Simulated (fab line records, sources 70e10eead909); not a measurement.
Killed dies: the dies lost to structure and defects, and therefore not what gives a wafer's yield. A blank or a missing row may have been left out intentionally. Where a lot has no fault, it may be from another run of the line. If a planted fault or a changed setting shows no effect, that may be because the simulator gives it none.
fab line records ; flow nandHarc
record lots=6; wafers=18; lastDay=32
route steps=1302 shown P_CONTACT@241 P_M0@253 END@1302
lots that met no fault: from a run of the same line without faults
startH: start of the lot's first displayed wafer, in hours after the record's first day ; waitH: how many hours have passed since the lot's step before this one ; " same as the row above ; L1.1+2: a row that stands for several wafers ; - value missing, or start not given ; * or withheld: withheld ; < > ~ a bound
route shown NAME@n: NAME is a module with steps in the file, n the number in the route of the first one ; usual: mean/standard deviation of fault-free wafers ; same: alike in all rows ; chamber/n: place in a boat ; sites: the reading at each site ; _std_site: their standard deviation ; _edge_site: mean of outer sites minus mean of inner sites ; radiusMm: for every site, how far away it sits from the centre of the wafer ; mask NAME#n: copy n ; behind: the last tool/chamber to shape the wafer ; hold: reason for holding the lot/hours on hold/outcome of the hold ; device: whichever transistor did not switch (one of n, p or np) ; end of line: the route-end tests of the same wafers ; a step given without rows: its recipe and nothing more ; killed: count of dies lost to structure and defects at first sort (not the wafer's yield) ; map: shows each die of a wafer: x if killed, . if not, _ if none is there
set.NAME: the setting the step ran with; set.NAME@STEP: the setting that earlier step ran with ; model.NAME: the simulator's own value behind a step, which no gauge read
lots at selected steps of the route; one table per step, one row per wafer
services: the hour from which a tool's chamber was out of use, counted from the record's first day as startH (under 0 if before that day), plus the number of hours and why
## steps
# step NHARC_P_CONTACT_CD_MEAS_19
# usual cdNm=89.9/1.5
lot.wafer;tool;chamber;startH;waitH;cdNm
L931.2;cdSem-01;-;118.30;-;89.3
L931.3;cdSem-01;-;118.30;-;89.8
L931.6;cdSem-01;-;118.30;-;90.0
L938.4;cdSem-01;-;188.89;-;88.2
L938.5;cdSem-01;-;188.89;-;91.1
L938.6;cdSem-01;-;188.89;-;89.1
L939.1;cdSem-03;-;197.05;-;89.1
L939.2;cdSem-03;-;197.05;-;89.1
L939.6;cdSem-03;-;197.05;-;91.9
L942.1;cdSem-02;-;229.45;-;87.1
L942.5;cdSem-02;-;229.45;-;91.8
L942.6;cdSem-02;-;229.45;-;93.0
L943.2;cdSem-02;-;232.91;-;86.7
L943.3;cdSem-02;-;232.91;-;91.0
L943.5;cdSem-02;-;232.91;-;86.7
L950.1;cdSem-03;-;314.65;-;89.9
L950.2;cdSem-03;-;314.65;-;90.6
L950.4;cdSem-03;-;314.65;-;91.6
# step NHARC_P_CONTACT_STRIP_28
# recipe o2FlowSccm=500; arFlowSccm=0; biasW=0; chemistry=O2
# step NHARC_P_CONTACT_STRIP_29
# recipe timeS=1200; tempC=72.5; chemistry=postEtchResidueRemover
# step NHARC_P_CONTACT_DEGAS_38
# recipe tempC=300; timeS=60
# step NHARC_P_CONTACT_PRE_CLEAN_39
# recipe timeS=19.5; biasV=250; gas=Ar
# step NHARC_P_CONTACT_PVD_32
# recipe targetThkA=50; chamberPressurePa=5; powerW=5000; substrateTempC=200; timeS=17.7; material=Ti
# step NHARC_P_CONTACT_ALD_22
# recipe targetThkA=30; pulseTimeS=1; aldCycles=150; tempC=450; material=TiN
# step NHARC_P_CONTACT_CVD_23
# recipe targetThkA=2000; tempC=300; pressureTorr=40; wf6FlowSccm=40; h2FlowSccm=1600; arFlowSccm=1560; timeS=557; material=W
# usual heaterPowerW=473/42; mfcH2Sccm=1599/4.5; throttleValvePct=7.87/0.21
# same timeS=557
lot.wafer;tool;chamber;startH;waitH;heaterPowerW;mfcH2Sccm;throttleValvePct
L931.2;cvdW-01;0;-;-;464;1600;7.77
L931.3;cvdW-01;1;-;-;502;1605;7.63
L931.6;cvdW-01;1;-;-;509;1603;8.28
L938.4;cvdW-02;0;-;-;541;1597;7.86
L938.6;cvdW-02;1;-;-;420;1592;8.21
L938.5;cvdW-02;0;-;-;513;1599;8.04
L939.2;cvdW-01;1;-;-;527;1601;7.57
L939.1;cvdW-01;0;-;-;425;1591;8.14
L939.6;cvdW-01;0;-;-;425;1594;7.76
L942.1;cvdW-02;0;-;-;509;1600;7.90
L942.5;cvdW-02;1;-;-;412;1595;8.04
L942.6;cvdW-02;0;-;-;522;1603;7.95
L943.2;cvdW-02;1;-;-;419;1600;8.17
L943.3;cvdW-02;0;-;-;507;1604;8.12
L943.5;cvdW-02;1;-;-;415;1596;8.19
L950.1;cvdW-01;0;-;-;423;1598;7.83
L950.2;cvdW-01;1;-;-;519;1600;7.88
L950.4;cvdW-01;1;-;-;512;1598;7.66
# step NHARC_P_CONTACT_CMP_24
# recipe tOverpolishS=30; targetThkNm=200
# usual motorCurrentA=11.5/1; overpolishRunS=30.000/0.0097; slurryFilterDpKPa=13.50/0.13; slurryFlowMlMin=150.0/0.49; timeToEndpointS=39.3/2
lot.wafer;tool;chamber;startH;waitH;motorCurrentA;overpolishRunS;slurryFilterDpKPa;slurryFlowMlMin;timeToEndpointS
L931.3;cmp-03;1;120.12;0.3;9.7;29.993;13.71;148.8;38.6
L931.2;cmp-03;3;120.12;0.3;11.5;30.005;13.43;150.3;36.9
L931.6;cmp-03;0;120.12;0.3;12.4;30.008;13.51;150.7;42.7
L938.4;cmp-04;2;191.55;0.4;12.4;30.000;13.57;150.3;37.5
L938.5;cmp-04;3;191.55;0.4;10.4;30.003;13.54;149.6;36.0
L938.6;cmp-04;0;191.55;0.4;9.7;30.008;13.54;149.6;39.5
L939.1;cmp-01;2;198.85;0.5;10.8;29.999;13.42;149.5;40.4
L939.2;cmp-01;0;198.85;0.5;11.9;30.008;13.44;150.5;35.7
L939.6;cmp-01;2;198.85;0.5;11.0;29.987;13.45;149.8;39.4
L942.1;cmp-01;3;231.32;0.5;10.9;30.008;13.57;150.5;39.7
L942.6;cmp-01;0;231.32;0.5;12.1;30.006;13.60;149.6;37.6
L942.5;cmp-01;1;231.32;0.5;12.3;29.995;13.69;149.1;40.5
L943.2;cmp-01;3;234.77;0.6;10.8;30.003;13.44;149.9;42.0
L943.3;cmp-01;0;234.77;0.6;11.7;29.998;13.54;149.6;36.9
L943.5;cmp-01;2;234.77;0.6;10.6;30.002;13.28;150.1;39.2
L950.1;cmp-01;1;316.46;0.6;12.3;29.988;13.48;149.9;39.4
L950.2;cmp-01;3;316.46;0.6;10.9;30.005;13.39;150.2;39.8
L950.4;cmp-01;0;316.46;0.6;11.9;29.988;13.75;150.4;40.8
# step NHARC_P_CONTACT_SRD_26
# step NHARC_P_CONTACT_INSPECT_27
# usual rawDefectCount=300/130
lot.wafer;tool;chamber;startH;waitH;rawDefectCount
L931.2;defectInspect-02;-;120.49;0.1;349
L931.3;defectInspect-02;-;120.49;0.1;350
L931.6;defectInspect-02;-;120.49;0.1;238
L938.4;defectInspect-01;-;191.89;0.1;187
L938.5;defectInspect-01;-;191.89;0.1;158
L938.6;defectInspect-01;-;191.89;0.1;275
L939.1;defectInspect-02;-;199.26;0.1;194
L939.2;defectInspect-02;-;199.26;0.1;270
L939.6;defectInspect-02;-;199.26;0.1;294
L942.1;defectInspect-01;-;231.65;0.1;153
L942.5;defectInspect-01;-;231.65;0.1;177
L942.6;defectInspect-01;-;231.65;0.1;213
L943.2;defectInspect-02;-;235.15;0.1;292
L943.3;defectInspect-02;-;235.15;0.1;366
L943.5;defectInspect-02;-;235.15;0.1;398
L950.1;defectInspect-02;-;316.86;0.1;416
L950.2;defectInspect-02;-;316.86;0.1;222
L950.4;defectInspect-02;-;316.86;0.1;319
# step NHARC_P_M0_DEP_00
# recipe targetThkA=1500; targetThkNm=150; tempC=withheld; pressureTorr=5; flowSccm=200; rfW=600; material=SiOC
lot.wafer;tool;chamber;startH;waitH
L931.2+3+6;pecvd-01;1,2,1;120.56;0.1
L938.6+5+4;pecvd-04;2,0,1;192.09;0.2
L939.2+1+6;pecvd-04;0,1,2;199.37;0.1
L942.1+5+6;pecvd-04;1,1,0;231.72;0.1
L943.3+2+5;pecvd-04;1,2,0;235.26;0.1
L950.1+2+4;pecvd-03;0,2,1;316.93;0.1
# step NHARC_P_M0_DEHYDRATE_01
# recipe tempC=150; timeS=120
# step NHARC_P_M0_HMDS_02
# recipe timeS=30
# step NHARC_P_M0_COAT_33
# recipe tempC=200; timeS=65
# step NHARC_P_M0_COAT_03
# recipe spinRpm=1500; resistThkNm=90
# step NHARC_P_M0_SOFTBAKE_04
# recipe tempC=105; timeS=55
# step NHARC_P_M0_EBR_05
# step NHARC_P_M0_EXPOSE_06
# recipe na=1.35; targetCdNm=90; doseMj=81.28; maskId=P_M0
# step NHARC_P_M0_PEB_07
# recipe pebTempC=100; pebTimeS=65
# step NHARC_P_M0_DEVELOP_08
# recipe developTimeS=35; devTempC=23
# step NHARC_P_M0_CD_MEAS_09
# recipe targetCdNm=90; landingEnergyEv=500
# usual cdNm=89.7/0.5
lot.wafer;tool;chamber;startH;waitH;cdNm
L931.2;cdSem-02;0;121.27;-;89.2
L931.3;cdSem-02;0;121.27;-;89.4
L931.6;cdSem-02;0;121.27;-;89.7
L938.4;cdSem-02;0;192.67;-;89.7
L938.5;cdSem-02;0;192.67;-;89.4
L938.6;cdSem-02;0;192.67;-;89.2
L939.1;cdSem-01;0;200.03;-;89.7
L939.2;cdSem-01;0;200.03;-;89.8
L939.6;cdSem-01;0;200.03;-;88.9
L942.1;cdSem-01;0;232.54;-;90.0
L942.5;cdSem-01;0;232.54;-;89.7
L942.6;cdSem-01;0;232.54;-;89.0
L943.2;cdSem-03;0;235.93;-;90.1
L943.3;cdSem-03;0;235.93;-;90.0
L943.5;cdSem-03;0;235.93;-;89.6
L950.1;cdSem-01;0;317.76;-;89.4
L950.2;cdSem-01;0;317.76;-;89.4
L950.4;cdSem-01;0;317.76;-;89.6
# step NHARC_P_M0_OVL_MEAS_10
# recipe pitchNm=180
# usual overlayXNm=0.2/0.71; overlayYNm=0.0/0.88
lot.wafer;tool;chamber;startH;waitH;overlayXNm;overlayYNm
L931.2;overlay-01;-;121.35;-;0.4;-0.5
L931.3;overlay-01;-;121.35;-;0.8;-0.9
L931.6;overlay-01;-;121.35;-;-0.1;-0.8
L938.4;overlay-02;-;192.75;-;1.1;0.5
L938.5;overlay-02;-;192.75;-;0.5;0.9
L938.6;overlay-02;-;192.75;-;1.0;1.3
L939.1;overlay-02;-;200.12;-;0.3;0.7
L939.2;overlay-02;-;200.12;-;0.9;0.9
L939.6;overlay-02;-;200.12;-;0.7;0.6
L942.1;overlay-02;-;232.63;-;-1.0;0.7
L942.5;overlay-02;-;232.63;-;-1.0;0.7
L942.6;overlay-02;-;232.63;-;-0.9;0.5
L943.2;overlay-02;-;236.01;-;-0.9;0.5
L943.3;overlay-02;-;236.01;-;-0.4;0.7
L943.5;overlay-02;-;236.01;-;-1.2;0.3
L950.1;overlay-02;-;317.85;-;-0.2;-0.4
L950.2;overlay-02;-;317.85;-;0.5;-0.8
L950.4;overlay-02;-;317.85;-;0.6;-0.8
# step NHARC_P_M0_INSPECT_11
# usual rawDefectCount=4.3/2.6
lot.wafer;tool;chamber;startH;waitH;rawDefectCount
L931.2;defectInspect-01;-;121.39;0.0;4
L931.3;defectInspect-01;-;121.39;0.0;6
L931.6;defectInspect-01;-;121.39;0.0;5
L938.4;defectInspect-02;-;192.79;0.0;2
L938.5;defectInspect-02;-;192.79;0.0;5
L938.6;defectInspect-02;-;192.79;0.0;3
L939.1;defectInspect-02;-;200.16;0.0;13
L939.2;defectInspect-02;-;200.16;0.0;10
L939.6;defectInspect-02;-;200.16;0.0;11
L942.1;defectInspect-02;-;232.67;0.0;3
L942.5;defectInspect-02;-;232.67;0.0;4
L942.6;defectInspect-02;-;232.67;0.0;3
L943.2;defectInspect-01;-;236.05;0.0;5
L943.3;defectInspect-01;-;236.05;0.0;8
L943.5;defectInspect-01;-;236.05;0.0;8
L950.1;defectInspect-02;-;317.89;0.0;8
L950.2;defectInspect-02;-;317.89;0.0;5
L950.4;defectInspect-02;-;317.89;0.0;3
# step NHARC_P_M0_DESCUM_14
# recipe timeS=3; o2FlowSccm=200; arFlowSccm=0; biasPowerW=0; chemistry=O2
# usual chamberPressureMTorr=60.01/0.058; drypumpMotorCurrentA=5.7/0.58; oesProductAu=1.000/0.0086; rfVppV=57.5/0.85; showerheadPlenumPTorr=1.85/0.067; throttleValvePct=11.311/0.0089
# same timeS=3
lot.wafer;tool;chamber;startH;waitH;chamberPressureMTorr;drypumpMotorCurrentA;oesProductAu;rfHoursCounterH;rfVppV;showerheadPlenumPTorr;throttleValvePct
L931.2;rieDiel-01;0;121.45;0.1;60.02;6.0;1.008;13;55.4;1.83;11.289
L931.3;rieDiel-01;2;121.45;0.1;59.91;4.9;0.997;12;56.9;1.95;11.312
L931.6;rieDiel-01;0;121.45;0.1;59.99;6.0;1.000;-;57.9;1.83;11.315
L938.4;rieDiel-01;1;192.87;0.1;59.99;4.9;1.004;25;57.5;1.77;11.313
L938.6;rieDiel-01;3;192.87;0.1;60.03;6.3;1.008;-;58.5;1.84;11.297
L938.5;rieDiel-01;0;192.87;0.1;60.04;6.0;1.006;-;58.2;1.82;11.299
L939.2;rieDiel-01;3;200.24;0.1;60.06;6.3;1.002;27;57.3;1.84;11.329
L939.1;rieDiel-01;0;200.24;0.1;59.96;6.0;1.013;26;56.8;1.82;11.302
L939.6;rieDiel-01;2;200.24;0.1;60.10;4.9;1.013;-;58.9;1.94;11.309
L942.1;rieDiel-01;1;232.76;0.1;60.03;5.0;0.998;3;55.8;1.77;11.323
L942.6;rieDiel-01;2;232.76;0.1;60.00;5.0;1.020;-;59.2;1.94;11.303
L942.5;rieDiel-01;3;232.76;0.1;60.05;6.3;1.006;-;57.6;1.84;11.316
L943.2;rieDiel-01;2;236.11;0.1;60.00;4.9;1.007;4;58.4;1.94;11.297
L943.3;rieDiel-01;0;236.11;0.1;59.96;6.0;0.997;4;56.2;1.82;11.303
L943.5;rieDiel-01;2;236.11;0.1;60.00;4.9;1.008;-;58.5;1.94;11.305
L950.2;rieDiel-01;2;317.95;0.1;60.02;5.0;1.005;22;57.8;1.94;11.318
L950.4;rieDiel-01;0;317.95;0.1;60.00;6.0;0.994;16;56.5;1.82;11.306
L950.1;rieDiel-01;1;317.95;0.1;60.01;4.9;1.000;16;57.7;1.76;11.304
# step NHARC_P_M0_ETCH_34
# recipe targetDepthA=400; overetchA=120; timeS=43.94; ionEnergyEv=200; n2FlowSccm=150; h2FlowSccm=150; arFlowSccm=0; rfW=400; biasW=150; chemistry=N2/H2
# step NHARC_P_M0_ETCH_15
# recipe targetDepthA=1500; overetchA=150; timeS=82.5; c4f8FlowSccm=withheld; arFlowSccm=400; rfW=600; biasW=300; chemistry=C4F8/Ar
# step NHARC_P_M0_CD_MEAS_16
# usual cdNm=89.8/0.79
lot.wafer;tool;chamber;startH;waitH;cdNm
L931.2;cdSem-03;-;121.75;-;89.0
L931.3;cdSem-03;-;121.75;-;89.6
L931.6;cdSem-03;-;121.75;-;90.4
L938.4;cdSem-03;-;193.16;-;90.1
L938.5;cdSem-03;-;193.16;-;90.3
L938.6;cdSem-03;-;193.16;-;88.9
L939.1;cdSem-01;-;200.52;-;90.7
L939.2;cdSem-01;-;200.52;-;90.9
L939.6;cdSem-01;-;200.52;-;89.5
L942.1;cdSem-03;-;233.03;-;90.5
L942.5;cdSem-03;-;233.03;-;88.6
L942.6;cdSem-03;-;233.03;-;88.7
L943.2;cdSem-02;-;236.46;-;89.6
L943.3;cdSem-02;-;236.46;-;91.1
L943.5;cdSem-02;-;236.46;-;89.1
L950.1;cdSem-02;-;318.25;-;90.0
L950.2;cdSem-02;-;318.25;-;88.7
L950.4;cdSem-02;-;318.25;-;90.1
# step NHARC_P_M0_STRIP_18
# recipe powerW=1000; n2FlowSccm=150; h2FlowSccm=150; arFlowSccm=0; biasW=0; chemistry=N2/H2
# usual chamberPressureMTorr=30.001/0.027; drypumpMotorCurrentA=5.7/0.54; oesProductAu=0.999/0.009; rfVppV=90.3/0.92; showerheadPlenumPTorr=1.97/0.073; throttleValvePct=14.172/0.0091
lot.wafer;tool;chamber;startH;waitH;chamberPressureMTorr;drypumpMotorCurrentA;oesProductAu;rfHoursCounterH;rfVppV;showerheadPlenumPTorr;throttleValvePct
L931.2;rieDiel-01;1;121.88;0.1;30.012;4.9;1.006;12;89.1;1.89;14.185
L931.3;rieDiel-01;2;121.88;0.1;30.013;4.9;1.002;12;89.5;2.08;14.172
L931.6;rieDiel-01;3;121.88;0.1;30.013;6.3;1.014;-;89.5;1.96;14.179
L938.4;rieDiel-11;2;193.30;0.1;30.015;5.5;0.999;27;89.7;1.93;14.178
L938.5;rieDiel-11;3;193.30;0.1;29.976;5.4;0.995;-;90.2;1.88;14.167
L938.6;rieDiel-11;0;193.30;0.1;29.987;6.2;0.997;-;89.3;2.03;14.163
L939.2;rieDiel-01;2;200.60;0.1;30.014;4.9;1.006;25;91.1;2.07;14.166
L939.1;rieDiel-01;1;200.60;0.1;29.998;4.9;1.003;26;89.2;1.88;14.159
L939.6;rieDiel-01;3;200.60;0.1;30.010;6.3;1.008;-;88.4;1.96;14.168
L942.1;rieDiel-01;3;233.16;0.1;30.017;6.3;1.010;3;91.1;1.96;14.182
L942.6;rieDiel-01;1;233.16;0.1;30.003;5.0;1.016;-;89.4;1.88;14.162
L942.5;rieDiel-01;2;233.16;0.1;30.010;4.9;1.015;-;89.0;2.07;14.168
L943.3;rieDiel-01;0;236.53;0.1;30.004;6.0;0.988;4;90.7;1.94;14.181
L943.2;rieDiel-01;2;236.53;0.1;30.000;4.9;1.006;4;89.2;2.07;14.170
L943.5;rieDiel-01;0;236.53;0.1;29.960;6.0;0.990;-;89.6;1.94;14.169
L950.4;rieDiel-01;2;318.32;0.1;29.986;5.0;0.999;22;89.8;2.06;14.158
L950.1;rieDiel-01;3;318.32;0.1;30.024;6.4;1.007;21;90.3;1.95;14.169
L950.2;rieDiel-01;1;318.32;0.1;29.979;5.0;1.000;16;89.5;1.88;14.170
# step NHARC_P_M0_STRIP_19
# recipe timeS=600; tempC=30; chemistry=postEtchResidueRemover
# step NHARC_P_M0_DEGAS_28
# recipe tempC=250; timeS=60
# step NHARC_P_M0_PRE_CLEAN_29
# recipe timeS=30; tempC=280; gas=H2/He
# step NHARC_P_M0_PVD_20
# recipe targetThkA=50; biasV=168.6; powerW=15000; chamberPressurePa=0.12; timeS=8.06; substrateTempC=50; material=TaN
# step NHARC_P_M0_PVD_21
# recipe targetThkA=300; chamberPressurePa=5; powerW=5000; substrateTempC=30; timeS=20.49; material=Cu
# step NHARC_P_M0_ECD_22
# recipe targetThkA=4000; bathTempC=25; material=Cu
# step NHARC_P_M0_ANNEAL_30
# recipe tempC=225; timeS=90
# usual wafer_temp_C_max=226.3/0.48
# same timeS=90
lot.wafer;tool;chamber;startH;waitH;wafer_temp_C_max
L931.2;rtpAnneal-02;0;123.20;-;226.6
L931.3;rtpAnneal-02;0;123.20;-;226.2
L931.6;rtpAnneal-02;0;123.20;-;226.7
L938.4;rtpAnneal-02;0;194.66;-;226.3
L938.5;rtpAnneal-02;0;194.66;-;226.6
L938.6;rtpAnneal-02;0;194.66;-;226.7
L939.1;rtpAnneal-02;0;201.96;0.3;226.6
L939.2;rtpAnneal-02;0;201.96;0.3;227.3
L939.6;rtpAnneal-02;0;201.96;0.3;226.9
L942.1;rtpAnneal-02;0;234.41;-;226.5
L942.5;rtpAnneal-02;0;234.41;-;226.5
L942.6;rtpAnneal-02;0;234.41;-;227.0
L943.2;rtpAnneal-01;0;237.93;-;226.2
L943.3;rtpAnneal-01;0;237.93;-;226.0
L943.5;rtpAnneal-01;0;237.93;-;225.9
L950.1;rtpAnneal-01;0;319.60;-;225.6
L950.2;rtpAnneal-01;0;319.60;-;225.7
L950.4;rtpAnneal-01;0;319.60;-;225.7
# step NHARC_P_M0_CMP_23
# recipe tOverpolishS=20; targetThkNm=117.54
# step NHARC_P_M0_SRD_25
# step NHARC_P_M0_INSPECT_27
# usual rawDefectCount=295/120
lot.wafer;tool;chamber;startH;waitH;rawDefectCount
L931.2;defectInspect-01;-;123.97;0.0;293
L931.3;defectInspect-01;-;123.97;0.0;285
L931.6;defectInspect-01;-;123.97;0.0;292
L938.4;defectInspect-01;-;195.32;0.0;356
L938.5;defectInspect-01;-;195.32;0.0;533
L938.6;defectInspect-01;-;195.32;0.0;391
L939.1;defectInspect-01;-;202.79;0.0;172
L939.2;defectInspect-01;-;202.79;0.0;294
L939.6;defectInspect-01;-;202.79;0.0;403
L942.1;defectInspect-01;-;235.25;0.0;285
L942.5;defectInspect-01;-;235.25;0.0;232
L942.6;defectInspect-01;-;235.25;0.0;264
L943.2;defectInspect-02;-;238.70;0.0;237
L943.3;defectInspect-02;-;238.70;0.0;227
L943.5;defectInspect-02;-;238.70;0.0;172
L950.1;defectInspect-02;-;320.42;0.0;303
L950.2;defectInspect-02;-;320.42;0.0;224
L950.4;defectInspect-02;-;320.42;0.0;203
# step NHARC_END_SORT_01
# recipe tempC=25
# usual defectLimitedYield=90.2/2.3; killedAtArray=62/15; killedAtOther=0.8/1; killedAtPeriphery=3.7/2.6; killedDies=66/15; killedOpen=3.1/1.8; killedShort=2.6/1.7
# same grossDies=677
lot.wafer;tool;chamber;startH;waitH;defectLimitedYield[%];killedAtArray;killedAtOther;killedAtPeriphery;killedDies;killedOpen;killedShort
L943.5;prober-01;0;677.75;3.7;0;53;1;623;677;4;6
L942.1;prober-01;0;682.31;2.5;90.8;59;0;3;62;2;1
L942.5;prober-01;0;685.52;3.7;0;67;0;610;677;3;3
L942.6;prober-01;0;686.33;4.0;0;78;0;599;677;8;1
L950.1;prober-02;0;775.14;2.5;89.4;65;1;6;72;4;0
L950.2;prober-02;0;775.94;2.8;86.3;88;0;5;93;5;3
L950.4;prober-02;0;777.55;3.4;88.8;70;0;6;76;2;4
# killed by level:class
L943.5 P_M0:areaDep=619 A_CHANNEL_HOLE_D1:chamberFilmFlake=27 A_CONTACT:chamberFilmFlake=5 A_CHANNEL_HOLE_D2:chamberFilmFlake=3 A_WL_FILL:chamberFilmFlake=3 A_M1:chamberFilmFlake=3 P_M0:geometricParticle:short=2 A_DECK1_JOINT:chamberFilmFlake=2
L942.1 A_CHANNEL_HOLE_D1:chamberFilmFlake=25 A_CHANNEL_HOLE_D2:chamberFilmFlake=16 A_CONTACT:chamberFilmFlake=6 A_SLIT:chamberFilmFlake=3 A_STAIRCASE:chamberFilmFlake=2 A_WL_FILL:chamberFilmFlake=2 A_M1:chamberFilmFlake=2 P_CONTACT:geometricParticle:open=1
L942.5 P_M0:areaDep=608 A_CHANNEL_HOLE_D1:chamberFilmFlake=25 A_CHANNEL_HOLE_D2:chamberFilmFlake=15 A_M1:chamberFilmFlake=6 A_CONTACT:chamberFilmFlake=4 A_CHANNEL_FILL_D1:chamberFilmFlake=4 A_WL_FILL:chamberFilmFlake=4 A_ONON_D1:geometricParticle:open=1
L942.6 P_M0:areaDep=598 A_CHANNEL_HOLE_D1:chamberFilmFlake=39 A_CHANNEL_HOLE_D2:chamberFilmFlake=19 A_CONTACT:chamberFilmFlake=9 A_ONON_D1:geometricParticle:open=2 A_BLC:geometricParticle:open=2 A_CHANNEL_FILL_D1:geometricParticle:open=1 A_DECK1_JOINT:geometricParticle:open=1
L950.1 A_CHANNEL_HOLE_D2:chamberFilmFlake=25 A_CHANNEL_HOLE_D1:chamberFilmFlake=22 A_BONDPAD:chamberFilmFlake=6 P_M1:chamberFilmFlake=4 A_STAIRCASE:chamberFilmFlake=4 A_SLIT:chamberFilmFlake=3 A_CONTACT:chamberFilmFlake=2 P_CONTACT:geometricParticle:open=1
L950.2 A_CHANNEL_HOLE_D1:chamberFilmFlake=38 A_CHANNEL_HOLE_D2:chamberFilmFlake=25 A_CONTACT:chamberFilmFlake=10 A_BONDPAD:chamberFilmFlake=4 P_M1:chamberFilmFlake=3 A_STAIRCASE:chamberFilmFlake=2 P_M0:geometricParticle:open=1 A_ONON_D1:geometricParticle:short=1
L950.4 A_CHANNEL_HOLE_D2:chamberFilmFlake=26 A_CHANNEL_HOLE_D1:chamberFilmFlake=22 A_CONTACT:chamberFilmFlake=7 P_M1:chamberFilmFlake=3 A_BONDPAD:chamberFilmFlake=3 A_SLIT:chamberFilmFlake=2 A_STAIRCASE:chamberFilmFlake=2 A_CHANNEL_HOLE_D1:geometricParticle:short=1
# map L942.5 (x killed, . not)
____________x____________
_________xxxxxxx_________
_______xxxxxxxxxxx_______
______xxxxxxxxxxxxx______
_____xxxxxxxxxxxxxxx_____
____xxxxxxxxxxxxxxxxx____
____xxxxxxxxxxxxxxxxx____
___xxxxxxxxxxxxxxxxxxx___
___xxxxxxxxxxxxxxxxxxx___
__xxxxxxxxxxxxxxxxxxxxx__
__xxxxxxxxxxxxxxxxxxxxx__
_xxxxxxxxxxxxxxxxxxxxxxx_
_xxxxxxxxxxxxxxxxxxxxxxx_
_xxxxxxxxxxxxxxxxxxxxxxx_
_xxxxxxxxxxxxxxxxxxxxxxx_
_xxxxxxxxxxxxxxxxxxxxxxx_
xxxxxxxxxxxxxxxxxxxxxxxxx
xxxxxxxxxxxxxxxxxxxxxxxxx
xxxxxxxxxxxxxxxxxxxxxxxxx
xxxxxxxxxxxxxxxxxxxxxxxxx
xxxxxxxxxxxxxxxxxxxxxxxxx
_xxxxxxxxxxxxxxxxxxxxxxx_
_xxxxxxxxxxxxxxxxxxxxxxx_
_xxxxxxxxxxxxxxxxxxxxxxx_
_xxxxxxxxxxxxxxxxxxxxxxx_
_xxxxxxxxxxxxxxxxxxxxxxx_
__xxxxxxxxxxxxxxxxxxxxx__
__xxxxxxxxxxxxxxxxxxxxx__
___xxxxxxxxxxxxxxxxxxx___
___xxxxxxxxxxxxxxxxxxx___
____xxxxxxxxxxxxxxxxx____
____xxxxxxxxxxxxxxxxx____
_____xxxxxxxxxxxxxxx_____
______xxxxxxxxxxxxx______
_______xxxxxxxxxxx_______
_________xxxxxxx_________
____________x____________
# map L943.5 (x killed, . not)
____________x____________
_________xxxxxxx_________
_______xxxxxxxxxxx_______
______xxxxxxxxxxxxx______
_____xxxxxxxxxxxxxxx_____
____xxxxxxxxxxxxxxxxx____
____xxxxxxxxxxxxxxxxx____
___xxxxxxxxxxxxxxxxxxx___
___xxxxxxxxxxxxxxxxxxx___
__xxxxxxxxxxxxxxxxxxxxx__
__xxxxxxxxxxxxxxxxxxxxx__
_xxxxxxxxxxxxxxxxxxxxxxx_
_xxxxxxxxxxxxxxxxxxxxxxx_
_xxxxxxxxxxxxxxxxxxxxxxx_
_xxxxxxxxxxxxxxxxxxxxxxx_
_xxxxxxxxxxxxxxxxxxxxxxx_
xxxxxxxxxxxxxxxxxxxxxxxxx
xxxxxxxxxxxxxxxxxxxxxxxxx
xxxxxxxxxxxxxxxxxxxxxxxxx
xxxxxxxxxxxxxxxxxxxxxxxxx
xxxxxxxxxxxxxxxxxxxxxxxxx
_xxxxxxxxxxxxxxxxxxxxxxx_
_xxxxxxxxxxxxxxxxxxxxxxx_
_xxxxxxxxxxxxxxxxxxxxxxx_
_xxxxxxxxxxxxxxxxxxxxxxx_
_xxxxxxxxxxxxxxxxxxxxxxx_
__xxxxxxxxxxxxxxxxxxxxx__
__xxxxxxxxxxxxxxxxxxxxx__
___xxxxxxxxxxxxxxxxxxx___
___xxxxxxxxxxxxxxxxxxx___
____xxxxxxxxxxxxxxxxx____
____xxxxxxxxxxxxxxxxx____
_____xxxxxxxxxxxxxxx_____
______xxxxxxxxxxxxx______
_______xxxxxxxxxxx_______
_________xxxxxxx_________
____________x____________
## services
tool;chamber;startH;hours;kind
rieDiel-11;-;99.96;0.5;repair
cmp-03;-;106.42;3.8;repair
rieDiel-11;2;109.90;2.3;repair
cmp-04;-;112.51;4.0;pm
cmp-03;-;114.22;2.3;repair
rieDiel-11;2;118.34;20.8;repair
cmp-03;-;123.53;0.4;repair
pecvd-01;-;130.00;13.0;pm
cmp-03;-;134.01;4.0;repair
cmp-03;-;148.93;0.6;repair
cmp-03;-;162.24;4.0;pm
cmp-03;-;183.96;6.3;repair
cvdW-01;-;185.00;13.0;pm
cmp-01;-;185.50;4.0;pm
pecvd-04;-;201.76;0.9;repair
rieDiel-01;-;203.80;9.0;pm
rieDiel-01;1;234.14;4.8;repair
cvdW-01;1;254.17;7.3;repair
rieDiel-01;0;261.34;3.7;repair
cvdW-02;-;269.00;13.0;pm
pecvd-04;-;276.10;13.0;pm
cmp-01;-;283.50;4.0;pm
pecvd-04;-;302.30;1.9;repair
pecvd-04;-;315.63;1.8;repair
## key
firstSign step=NHARC_END_SORT_01; reading=killedAtPeriphery; direction=up; sigmas=99+; usual=3.7; struck=610.7
effect step=NHARC_END_SORT_01; reading=defectLimitedYield; direction=down; sigmas=39; usual=90.2; struck=0
moreKillsBornAt NHARC_P_M0_DEP_00@pecvd-04=1825
metAt NHARC_P_M0_DEP_00
struckWafers L942.5,L942.6,L943.5
laterRowsLeftOut L942.5,L942.6,L943.5
onsetBetween 199.37 231.72
fault kind=processParameterDrift; tool=pecvd-04; chamber=-; onsetH=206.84; steps=NHARC_P_M0_DEP_00; channel=targetThkA; offset=*; shape=step; endH=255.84; scope=struckWafersOnly; actsIn=*; stated=*
# laterRowsLeftOut: the simulator's readings of these wafers behind a module that went badly wrong aren't trusted and aren't shown, but for the sort
